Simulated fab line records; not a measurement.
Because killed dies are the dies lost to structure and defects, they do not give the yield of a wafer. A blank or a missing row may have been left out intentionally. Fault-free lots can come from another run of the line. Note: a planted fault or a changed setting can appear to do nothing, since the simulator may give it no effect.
fab line records	flow n5Finfet
[record] lots = 6	wafers = 18	lastDay = 20
route steps=1938 shown ZERO_LAYER@4
lots that met no fault: taken from a fault-free run of the same line
startH: the number of hours between the record's first day and the start of the first shown wafer of the lot	waitH: time in hours since the lot's previous step	" same as the row above	L1.1+2: a row that stands for several wafers	- no value, or no start given	* or withheld: withheld	< > ~ a bound
route shown NAME@n: names a module that has steps shown in the file, with the first one's number in the route	usual: mean and standard deviation over wafers with no fault	same: alike in all rows	chamber/n: place in a boat	sites: readings site by site	_std_site: the values' standard deviation	_edge_site: mean of outer sites minus mean of inner sites	radiusMm: how far each site lies from the wafer's centre	mask NAME#n: copy n	behind: the tool/chamber that last shaped the wafer	hold: why the lot went on hold/how many hours it stayed there/how the hold came to an end	device: whichever transistor did not switch (one of n, p or np)	end of line: the route-end tests of the same wafers	for a step that has no rows: nothing shown but its recipe	killed: count of dies lost to structure and defects at first sort (not the wafer's yield)	map: per-die view of a wafer (x killed, . not killed, _ where there is no die)
set.NAME: setting as actually run; set.NAME@STEP: the setting as run at that earlier step	model.NAME: the simulator's own value behind a step, which no gauge read
lots at some steps of the route; a table a step, a row a wafer
services: when a tool's chamber went out of use (startH, in hours from the record's first day, below 0 if earlier), for how many hours, and the reason
[[steps]]
[step N5_ZERO_LAYER_PECVD_02]
[recipe] material = SiO2	targetThkA = 100	tempC = 400	precursor = SiH4/N2O	pressureTorr = 0.75	rfW = 275	timeS = 6
[usual] heaterPowerW = 841/100	showerheadPlenumPTorr = 8.08/0.092	showerheadVppV = 1013/28
[same] timeS = 6
lot.wafer	tool	chamber	startH	waitH	heaterPowerW	showerheadPlenumPTorr	showerheadVppV
L619.1	pecvd-02	1	60.28	0.0	761	7.91	1015
L619.2	"	2	"	"	1001	8.17	980
L619.4	"	0	"	"	711	7.98	1059
L627.1	pecvd-04	0	108.28	0.0	678	8.15	1058
L627.3	"	1	"	"	975	8.17	996
L627.6	"	1	"	"	1008	8.17	1007
L629.1	pecvd-04	0	120.28	0.0	703	8.14	1050
L629.5	"	0	"	"	703	8.14	1040
L629.6	"	1	"	"	900	8.17	983
L632.2	pecvd-01	1	138.29	0.0	819	8.02	1015
L632.3	"	1	"	"	841	8.01	991
L632.5	"	1	"	"	815	8.02	981
L633.2	pecvd-01	2	144.28	0.0	878	7.99	1015
L633.4	"	1	"	"	975	8.04	988
L633.5	"	2	"	"	866	7.99	1010
L634.3	pecvd-02	0	150.28	0.0	765	7.96	1074
L634.4	"	1	"	"	825	7.90	1026
L634.5	"	2	"	"	1034	8.17	960
[step N5_ZERO_LAYER_HMDS_04]
[recipe] timeS = 60	tempC = 120
[step N5_ZERO_LAYER_COAT_05]
[recipe] spinRpm = 1500	resistThkNm = 1000
[step N5_ZERO_LAYER_EBR_07]
[recipe] solvent = PGMEA	ebrWidthMm = 1.5
[step N5_ZERO_LAYER_SOFTBAKE_06]
[recipe] tempC = 100	timeS = 90
[step N5_ZERO_LAYER_EXPOSE_08]
[recipe] maskId = ZERO	na = 0.55	sourceShape = conventional	sigmaOuter = 0.8	polarization = unpolarized	defocusNm = 0	targetCdNm = 2000	doseMj = 16.2
[step N5_ZERO_LAYER_PEB_09]
[recipe] pebTempC = withheld	pebTimeS = *
[step N5_ZERO_LAYER_DEVELOP_10]
[recipe] developTimeS = 60	rinseLiquid = diw	dry = airSpin	devTempC = 21
[step N5_ZERO_LAYER_HARDBAKE_23]
[recipe] tempC = 130	timeS = 120
[step N5_ZERO_LAYER_CD_MEAS_11]
[recipe] targetCdNm = 2000	landingEnergyEv = 500	detector = seInlens
[usual] cdNm = 2000.3/1.6
lot.wafer	tool	chamber	startH	waitH	cdNm
L619.1	cdSem-02	0	60.64	-	2000.7
L619.2	"	0	"	"	2002.4
L619.4	"	0	"	"	2001.6
L627.1	cdSem-01	0	108.77	-	1999.4
L627.3	"	0	"	"	1999.0
L627.6	"	0	"	"	2000.7
L629.1	cdSem-03	0	120.64	-	2001.9
L629.5	"	0	"	"	2002.7
L629.6	"	0	"	"	2000.0
L632.2	cdSem-01	0	138.80	-	2002.5
L632.3	"	0	"	"	2000.2
L632.5	"	0	"	"	2001.6
L633.2	cdSem-03	0	144.79	-	1999.4
L633.4	"	0	"	"	1998.8
L633.5	"	0	"	"	1999.2
L634.3	cdSem-01	0	150.77	-	1999.3
L634.4	"	0	"	"	1998.6
L634.5	"	0	"	"	2000.6
[step N5_ZERO_LAYER_DESCUM_16]
[recipe] chemistry = O2	timeS = 7.9	sourcePowerW = 50	biasPowerW = 20	pressureMtorr = 20	rfFrequencyHz = 2.712e+07	tempC = 40	o2FlowSccm = 225
[usual] drypumpMotorCurrentA = 5.8/0.55	oesProductAu = 0.77/0.071	rfVppV = 243.3/1.2	showerheadPlenumPTorr = 2.10/0.065	throttleValvePct = 20.57/0.22
[same] timeS = 7.9
lot.wafer	tool	chamber	startH	waitH	drypumpMotorCurrentA	oesProductAu	rfHoursCounterH	rfVppV	showerheadPlenumPTorr	throttleValvePct
L619.1	rieDiel-06	0	60.68	0.0	6.4	0.72	189	245.1	2.17	20.74
L619.2	"	2	"	"	6.4	0.80	112	242.2	2.02	20.43
L619.4	"	3	"	"	5.2	0.88	19	243.1	2.15	20.71
L627.1	rieDiel-06	2	108.81	0.0	6.4	0.79	124	242.3	2.01	20.43
L627.3	"	1	"	"	5.2	0.69	219	243.6	2.16	20.59
L627.6	"	3	"	"	5.2	0.87	-	242.3	2.14	20.72
L629.1	rieDiel-01	1	120.71	0.1	6.3	0.78	118	243.1	2.12	20.45
L629.5	"	0	"	"	6.6	0.82	-	242.5	2.04	20.75
L629.6	"	1	"	"	6.3	0.78	-	242.5	2.12	20.47
L632.2	rieDiel-03	1	138.83	0.0	6.1	0.76	140	242.3	2.01	20.05
L632.3	"	0	"	"	5.6	0.74	176	243.9	2.09	20.68
L632.5	"	3	"	"	5.4	0.93	-	243.4	2.14	20.47
L633.2	rieDiel-06	2	146.20	1.4	6.4	0.79	132	242.8	2.01	20.45
L633.4	"	0	"	"	6.4	0.70	209	243.3	2.17	20.77
L633.5	"	3	"	"	5.2	0.85	-	243.6	2.14	20.73
L634.3	rieDiel-06	3	150.81	0.0	5.2	0.85	39	244.8	2.14	20.74
L634.4	"	1	"	"	5.2	0.69	228	243.2	2.16	20.58
L634.5	"	2	"	"	6.4	0.78	-	240.3	2.01	20.44
[step N5_ZERO_LAYER_ETCH_17]
[recipe] chemistry = CF4	target = SiO2	targetDepthA = 120	timeS = 13.3	ionEnergyEv = 350	pressureMtorr = 40	sourceW = 450	biasW = 215	Ar_flow_sccm = 100	cf4FlowSccm = 100
[usual] biasW = 215.0/0.69	drypumpMotorCurrentA = 5.8/0.56	oesProductAu = 0.77/0.069	rfVppV = 949/4	showerheadPlenumPTorr = 2.15/0.06	throttleValvePct = 15.77/0.22
[same] timeS = 13.3
lot.wafer	tool	chamber	startH	waitH	biasW	drypumpMotorCurrentA	oesProductAu	rfHoursCounterH	rfVppV	showerheadPlenumPTorr	throttleValvePct
L619.1	rieDiel-06	0	60.71	0.0	214.7	6.4	0.73	189	953	2.22	15.98
L619.2	"	2	"	"	214.6	6.4	0.81	112	945	2.08	15.67
L619.4	"	3	"	"	215.9	5.2	0.88	19	954	2.18	15.72
L627.1	rieDiel-06	2	108.84	0.0	214.9	6.4	0.80	124	945	2.07	15.68
L627.3	"	1	"	"	214.0	5.2	0.69	219	952	2.20	15.80
L627.6	"	3	"	"	215.4	5.2	0.86	-	951	2.18	15.76
L629.1	rieDiel-01	1	120.75	0.0	214.9	6.3	0.78	118	951	2.15	15.60
L629.5	"	0	"	"	216.1	6.6	0.81	-	944	2.09	15.89
L629.6	"	1	"	"	215.8	6.3	0.78	-	948	2.15	15.60
L632.2	rieDiel-03	1	138.87	0.0	214.4	6.1	0.76	140	943	2.06	15.28
L632.3	"	0	"	"	215.8	5.5	0.74	176	947	2.14	15.89
L632.5	"	3	"	"	215.5	5.3	0.92	-	951	2.18	15.57
L633.2	rieDiel-06	2	146.23	0.0	213.8	6.4	0.79	132	944	2.07	15.69
L633.4	"	0	"	"	214.6	6.5	0.72	209	954	2.21	16.01
L633.5	"	3	"	"	215.1	5.2	0.85	-	950	2.17	15.78
L634.3	rieDiel-06	3	150.84	0.0	214.8	5.2	0.85	39	951	2.17	15.77
L634.4	"	1	"	"	214.1	5.2	0.68	228	953	2.19	15.83
L634.5	"	2	"	"	214.5	6.4	0.79	-	944	2.07	15.70
[step N5_ZERO_LAYER_ETCH_18]
[recipe] chemistry = HBr/Cl2	target = Si	targetDepthA = 1200	timeS = 40	pressureMtorr = 10	icpW = 800	biasW = 75	HBr_flow_sccm = 150	Cl2_flow_sccm = 80
[usual] biasW = 74.99/0.21	drypumpMotorCurrentA = 5.6/0.45	oesProductAu = 1.001/0.021	throttleValvePct = 36.45/0.27
[same] timeS = 40
lot.wafer	tool	chamber	startH	waitH	biasW	drypumpMotorCurrentA	oesProductAu	rfHoursCounterH	throttleValvePct	model.ZERO_LAYER.featureDepthNm	model.etch.depthNm
L619.1	rieSi-03	2	60.79	0.0	74.52	5.2	1.025	105	36.21	120.3	120.3
L619.2	"	3	"	"	75.29	4.9	1.030	79	36.53	120.2	120.2
L619.4	"	0	"	"	74.74	6.0	0.987	148	36.00	120.9	120.9
L627.1	rieSi-02	3	108.91	0.0	75.13	5.6	0.970	4	36.29	120.6	120.6
L627.3	"	2	"	"	74.84	5.1	1.021	72	36.80	118.7	118.7
L627.6	"	0	"	"	75.08	5.4	1.021	-	36.57	120.8	120.8
L629.1	rieSi-02	2	120.82	0.0	53.40	5.0	1.024	72	36.79	109.5	109.5
L629.5	"	2	"	"	53.33	5.0	1.022	-	36.78	108.8	108.8
L629.6	"	3	"	"	53.65	5.6	0.966	-	36.31	110.2	110.2
L632.2	rieSi-02	3	138.94	0.0	52.94	5.6	0.962	4	36.31	108.1	108.1
L632.3	"	2	"	"	52.98	5.0	1.020	73	36.81	108.5	108.5
L632.5	"	3	"	"	53.39	5.6	0.962	-	36.33	109.5	109.5
L633.2	rieSi-01	0	146.30	0.0	75.08	5.4	0.990	93	36.37	118.9	118.9
L633.4	"	0	"	"	75.11	5.4	0.989	-	36.38	119	119
L633.5	"	2	"	"	75.10	6.3	0.994	-	36.42	119.3	119.3
L634.3	rieSi-03	0	150.92	0.0	75.04	6.0	0.985	149	36.01	120.3	120.3
L634.4	"	3	"	"	74.88	4.9	1.025	81	36.57	122.4	122.4
L634.5	"	2	"	"	74.72	5.2	1.018	-	36.22	120.4	120.4
[step N5_ZERO_LAYER_STRIP_24]
[recipe] chemistry = O2	powerW = 1000	tempC = 250	overashFraction = 0.3	pressureMtorr = 1000	o2FlowSccm = 6750
[usual] drypumpMotorCurrentA = 5.24/0.21	heaterPowerW = 343/20	oesProductAu = 0.647/0.0048	stripTimeToEndpointS = 43.85/0.1
lot.wafer	tool	chamber	startH	waitH	drypumpMotorCurrentA	heaterPowerW	oesProductAu	rfHoursCounterH	stripTimeToEndpointS
L619.1	plasmaAsher-02	1	60.89	0.1	5.31	362	0.637	33	43.76
L619.2	"	0	"	"	5.38	344	0.650	33	43.70
L619.4	"	1	"	"	5.33	367	0.647	-	43.83
L627.1	plasmaAsher-02	1	109.02	0.1	5.33	362	0.641	43	43.81
L627.3	"	0	"	"	5.41	348	0.642	-	43.83
L627.6	"	0	"	"	5.39	359	0.637	-	43.78
L629.1	plasmaAsher-01	0	120.93	0.1	5.35	356	0.641	95	44.04
L629.5	"	1	"	"	4.91	314	0.656	-	43.97
L629.6	"	0	"	"	5.38	344	0.643	-	44.06
L632.2	plasmaAsher-02	1	139.05	0.1	5.32	369	0.645	48	44.11
L632.3	"	0	"	"	5.39	362	0.645	-	44.12
L632.5	"	1	"	"	5.33	366	0.644	-	43.99
L633.2	plasmaAsher-02	1	146.41	0.1	5.33	366	0.649	49	43.90
L633.4	"	0	"	"	5.41	353	0.641	-	43.89
L633.5	"	0	"	"	5.39	352	0.641	-	43.83
L634.3	plasmaAsher-01	0	151.05	0.1	5.36	340	0.658	-	43.97
L634.4	"	1	"	"	4.92	317	0.650	-	43.97
L634.5	"	0	"	"	5.37	349	0.648	-	43.87
[[services]]
tool	chamber	startH	hours	kind
rieDiel-03	3	37.19	-	clean
rieDiel-03	3	37.19	-	consumableReplace:focusRing
rieDiel-03	3	37.19	11.0	scheduledDown
rieDiel-03	3	37.19	11.0	ventCycle
rieSi-01	-	37.42	14.6	pm
rieSi-03	0	38.13	3.4	repair
plasmaAsher-01	-	45.23	0.5	repair
pecvd-04	2	45.83	3.4	repair
pecvd-04	-	52.81	2.4	repair
rieDiel-03	-	56.58	0.7	repair
rieDiel-06	2	62.12	2.9	repair
rieDiel-03	1	63.66	28.1	repair
rieSi-03	-	70.51	2.8	pm
pecvd-02	1	71.68	2.1	scheduledDown
pecvd-02	-	72.08	2.8	pm
pecvd-01	-	74.50	0.8	pm
rieDiel-01	0	75.90	1.5	repair
pecvd-02	1	114.09	6.0	repair
plasmaAsher-01	-	117.74	3.1	repair
pecvd-01	0	131.24	13.8	repair
rieSi-01	1	143.65	4.7	repair
rieSi-02	0	144.13	3.1	repair
rieSi-01	2	148.58	5.1	repair
plasmaAsher-02	-	150.58	0.7	repair
[[key]]
[firstSign] step = N5_ZERO_LAYER_ETCH_18	reading = biasW	direction = down	sigmas = 99+	usual = *	struck = *
effect none on later readings
[modelEffect] step = N5_ZERO_LAYER_ETCH_18	value = ZERO_LAYER.featureDepthNm	without = 117.9	struck = 109.1
metAt N5_ZERO_LAYER_ETCH_18
struckWafers L629.1,L629.5,L629.6,L632.2,L632.3,L632.5
testerLeftOut L629,L632
onsetBetween 108.91 120.82
[fault] kind = processParameterDrift	tool = rieSi-02	chamber = -	onsetH = 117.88	steps = N5_ZERO_LAYER_ETCH_18	channel = biasW	offset = *	shape = step	endH = 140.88	actsIn = *	stated = *
// testerLeftOut: of these lots the tester's yield and bins aren't shown, on N5 and GAA mostly nor the transistor test; their killed dies are dies lost to structure and defects alone, not to doping, threshold or leakage, so they don't give the yield
